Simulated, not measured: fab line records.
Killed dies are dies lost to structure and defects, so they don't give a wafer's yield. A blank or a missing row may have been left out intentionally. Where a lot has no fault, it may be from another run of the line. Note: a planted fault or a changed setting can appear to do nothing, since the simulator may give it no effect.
Chamber matching / flow n5-finfet / 4 sister chambers for N5_MOL_CONTACT_COAG_DESCUM_45 on rie-diel-06
The step chemistry O2, time 7 s. 16 wafers are shown with their chamber, then 8 later ones without.

== WAFERS PAIRED WITH THEIR CHAMBERS ==
wafer=L075.1; chamber=1; throttle-valve-pct (%)=20.50; showerhead-plenum-p-Torr (Torr)=2.19; oes-product-au (a.u.)=0.71
wafer=L075.4; chamber=2; throttle-valve-pct (%)=20.56; showerhead-plenum-p-Torr (Torr)=2.18; oes-product-au (a.u.)=0.70
wafer=L075.5; chamber=3; throttle-valve-pct (%)=20.22; showerhead-plenum-p-Torr (Torr)=2.15; oes-product-au (a.u.)=0.72
wafer=L076.3; chamber=0; throttle-valve-pct (%)=20.42; showerhead-plenum-p-Torr (Torr)=2.16; oes-product-au (a.u.)=0.76
wafer=L076.4; chamber=3; throttle-valve-pct (%)=20.23; showerhead-plenum-p-Torr (Torr)=2.15; oes-product-au (a.u.)=0.72
wafer=L076.5; chamber=0; throttle-valve-pct (%)=20.41; showerhead-plenum-p-Torr (Torr)=2.16; oes-product-au (a.u.)=0.77
wafer=L082.1; chamber=3; throttle-valve-pct (%)=20.25; showerhead-plenum-p-Torr (Torr)=2.14; oes-product-au (a.u.)=0.72
wafer=L082.4; chamber=2; throttle-valve-pct (%)=20.59; showerhead-plenum-p-Torr (Torr)=2.18; oes-product-au (a.u.)=0.69
wafer=L082.6; chamber=1; throttle-valve-pct (%)=20.53; showerhead-plenum-p-Torr (Torr)=2.19; oes-product-au (a.u.)=0.71
wafer=L084.2; chamber=0; throttle-valve-pct (%)=20.42; showerhead-plenum-p-Torr (Torr)=2.15; oes-product-au (a.u.)=0.74
wafer=L084.4; chamber=1; throttle-valve-pct (%)=20.53; showerhead-plenum-p-Torr (Torr)=2.19; oes-product-au (a.u.)=0.70
wafer=L084.5; chamber=3; throttle-valve-pct (%)=20.25; showerhead-plenum-p-Torr (Torr)=2.14; oes-product-au (a.u.)=0.71
wafer=L086.2; chamber=1; throttle-valve-pct (%)=20.53; showerhead-plenum-p-Torr (Torr)=2.19; oes-product-au (a.u.)=0.70
wafer=L086.3; chamber=0; throttle-valve-pct (%)=20.43; showerhead-plenum-p-Torr (Torr)=2.15; oes-product-au (a.u.)=0.74
wafer=L086.4; chamber=3; throttle-valve-pct (%)=20.26; showerhead-plenum-p-Torr (Torr)=2.14; oes-product-au (a.u.)=0.71
wafer=L087.3; chamber=1; throttle-valve-pct (%)=20.53; showerhead-plenum-p-Torr (Torr)=2.19; oes-product-au (a.u.)=0.68

SIGNATURES (means of the wafers above)
reading=throttle-valve-pct; chamber 0=20.4200; chamber 1=20.5240; chamber 2=20.5750; chamber 3=20.2420; scatter within a chamber=0.0143
reading=showerhead-plenum-p-Torr; chamber 0=2.1550; chamber 1=2.1900; chamber 2=2.1800; chamber 3=2.1440; scatter within a chamber=0.00428
reading=oes-product-au; chamber 0=0.7525; chamber 1=0.7000; chamber 2=0.6950; chamber 3=0.7160; scatter within a chamber=0.011
Rule: for each reading, subtract the chamber's mean from the wafer's reading, divide by that reading's scatter and square the result; add these up over the readings and take the root, which gives the wafer's distance from the chamber. If the next closest chamber is less than 2 further off than the closest, the wafer can't be placed; otherwise it belongs to the closest. The scatter is the square root of a quotient: the sum, over the shown wafers, of each reading's squared deviation from its chamber's mean, divided by wafers minus chambers.

== WAFERS WITHOUT THEIR CHAMBER ==
wafer=L087.4; throttle-valve-pct (%)=20.43; showerhead-plenum-p-Torr (Torr)=2.15; oes-product-au (a.u.)=0.74
wafer=L087.5; throttle-valve-pct (%)=20.26; showerhead-plenum-p-Torr (Torr)=2.14; oes-product-au (a.u.)=0.70
wafer=L088.3; throttle-valve-pct (%)=20.53; showerhead-plenum-p-Torr (Torr)=2.18; oes-product-au (a.u.)=0.69
wafer=L088.5; throttle-valve-pct (%)=20.43; showerhead-plenum-p-Torr (Torr)=2.15; oes-product-au (a.u.)=0.74
wafer=L088.6; throttle-valve-pct (%)=20.53; showerhead-plenum-p-Torr (Torr)=2.18; oes-product-au (a.u.)=0.69
wafer=L091.3; throttle-valve-pct (%)=20.43; showerhead-plenum-p-Torr (Torr)=2.15; oes-product-au (a.u.)=0.72
wafer=L091.4; throttle-valve-pct (%)=20.28; showerhead-plenum-p-Torr (Torr)=2.14; oes-product-au (a.u.)=0.70
wafer=L091.5; throttle-valve-pct (%)=20.61; showerhead-plenum-p-Torr (Torr)=2.17; oes-product-au (a.u.)=0.68

== WHICH CHAMBER EACH WENT THROUGH ==
wafer=L087.4; from the rows above=0; in truth=0
wafer=L087.5; from the rows above=3; in truth=3
wafer=L088.3; from the rows above=can't be placed: 1 or 2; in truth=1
wafer=L088.5; from the rows above=0; in truth=0
wafer=L088.6; from the rows above=can't be placed: 1 or 2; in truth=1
wafer=L091.3; from the rows above=0; in truth=0
wafer=L091.4; from the rows above=3; in truth=3
wafer=L091.5; from the rows above=2; in truth=2
Correctly placed: 6 of 8. Unplaceable from these rows: 2, with the true chamber sitting among the candidates in 2. 0 placed wrongly.
